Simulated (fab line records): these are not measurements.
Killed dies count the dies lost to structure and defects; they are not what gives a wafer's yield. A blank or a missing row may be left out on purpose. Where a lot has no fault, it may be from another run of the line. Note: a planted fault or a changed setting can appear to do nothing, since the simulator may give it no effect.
A lot that was struck, set against a sound lot    flow nand_harc    17 steps out of a route of 1302
Sound: these wafers, L552.4, L552.5, L552.6. Struck: wafers L565.4, L565.6. (L565.5 of the same lot was not struck and is left out.) The cause comes at the end.
Per side, at each step with rows, come the tool, then ch with its chambers, and then its first start. Under that, the readings that differ: sound wafers    struck wafers    difference of the means    sigmas: that difference in standard deviations of wafers without a fault.
alike: readings whose means differ by less than 2 such deviations, and words and numbers that are the same on both sides. not compared: withheld readings, readings that some wafer has no value for, bounds like >300 that may hide the same value, and numbers for which the record gives no deviation and whose values overlap.
A row with sigmas, a row that says differs or no value, or rows on one side alone: a step with any of these is where the two part. Numbers that don't overlap but have no deviation are shown without sigmas and don't part them. Lack of a reading on every wafer of one side parts them only where that side has two or more wafers.

NHARC_A_SGD_CUT_CD_MEAS_09: the cd target is 100 nm.
  sound on cd_sem-01 ch 0, day 18 18:07; struck on cd_sem-01 ch 0, day 24 03:55
  alike: cd_nm
NHARC_A_SGD_CUT_OVL_MEAS_10:
  sound: overlay-01 at day 18 18:12; struck: overlay-02 at day 24 03:59
reading            sound           struck    difference  sigmas
overlay_x_nm (nm)  -1.8 -2.1 -2.2  0.0 -0.1  +2.0        +2
  alike: overlay_y_nm
NHARC_A_SGD_CUT_INSPECT_11:
  sound: defect_inspect-02 at day 18 18:14; struck: defect_inspect-02 at day 24 04:02
  alike: raw_defect_count
NHARC_A_SGD_CUT_DESCUM_14: chemistry O2, time 3 s.
  sound on rie_diel-08 ch 0,2,3, day 18 18:19; struck on rie_diel-05 ch 0,2, day 24 04:07
  alike: drypump_motor_current_A, mfc_ar_sccm, o2_flow_sccm, oes_product_au, rf_vpp_V, showerhead_plenum_p_Torr, throttle_valve_pct
  not compared: rf_hours_counter_h
NHARC_A_SGD_CUT_ETCH_58: etches the open film in CF4, target depth 39 nm, time 65 s.
  sound on rie_diel-08 ch 1,2,3, day 18 18:23; struck on rie_diel-05 ch 2,3, day 24 04:11
  alike: drypump_motor_current_A, mfc_ar_sccm, oes_product_au, rf_vpp_V, showerhead_plenum_p_Torr, throttle_valve_pct
  not compared: rf_hours_counter_h
NHARC_A_SGD_CUT_ETCH_59: etches the open film in N2/H2, target depth 260 nm, time 406.25 s.
  sound on rie_diel-08 ch 0,3; struck on rie_diel-05 ch 3
  alike: drypump_motor_current_A, mfc_ar_sccm, oes_product_au, rf_vpp_V, showerhead_plenum_p_Torr, throttle_valve_pct
  not compared: rf_hours_counter_h
then, 1 step without rows for these wafers: NHARC_A_SGD_CUT_ETCH_15 (etches the open film in CH3F/O2, target depth 75 nm, time 64.3 s).
NHARC_A_SGD_CUT_ETCH_16: etches the open film in C4F8/O2/Ar, target depth 310.5 nm, time 155.2 s.
  sound on rie_diel-08 ch 0,3; struck on rie_diel-05 ch 1,3
  alike: oes_product_au, rf_vpp_V
  not compared: rf_hours_counter_h
then, 1 step without rows for these wafers: NHARC_A_SGD_CUT_STRIP_60 (strips in C4F8/O2/Ar).
NHARC_A_SGD_CUT_STRIP_17: strips in O2.
  sound on rie_diel-08 ch 2,3; struck on rie_diel-05 ch 0,1
  alike: drypump_motor_current_A, mfc_ar_sccm, o2_flow_sccm, oes_product_au, rf_vpp_V, showerhead_plenum_p_Torr, throttle_valve_pct
  not compared: rf_hours_counter_h
then, 2 steps without rows for these wafers: NHARC_A_SGD_CUT_PRECLEAN_18 (cleans in SC1); NHARC_A_SGD_CUT_SRD_19.
NHARC_A_SGD_CUT_DEP_20: deposits SiO2, target thk 150 nm.
  sound on fcvd-02 ch 0, day 18 19:34; struck on fcvd-02 ch 0,1, day 24 05:15
then, 1 step without rows for these wafers: NHARC_A_SGD_CUT_ANNEAL_27 (time 1800 s).
NHARC_A_SGD_CUT_CMP_21: polishes, target thk 148.19 nm.
  sound on cmp-01 ch 1,2, day 18 23:43; struck on cmp-03 ch 0,1, day 24 09:52
reading                 sound           struck     difference  sigmas
time_to_endpoint_s (s)  49.7 52.7 50.4  35.1 33.7  -16.5       -7
  alike: motor_current_A, slurry_filter_dp_kPa
  not compared: pad_life_wafers
NHARC_A_SGD_CUT_THK_MEAS_22: measures by ellipsometry.
  sound: film_metro-01 at day 18 23:58; struck: film_metro-01 at day 24 10:06
reading      sound              struck     difference  sigmas
thk_nm (nm)  146.4 147.0 148.8  96.8 96.5  -50.8       -36
after that, 1 step had no rows for these wafers: NHARC_A_SGD_CUT_SRD_23.

== WHERE THEY PART ==
Earliest at NHARC_A_SGD_CUT_OVL_MEAS_10; latest, in this record, at NHARC_A_SGD_CUT_THK_MEAS_22.

WHY: what the simulator had put in
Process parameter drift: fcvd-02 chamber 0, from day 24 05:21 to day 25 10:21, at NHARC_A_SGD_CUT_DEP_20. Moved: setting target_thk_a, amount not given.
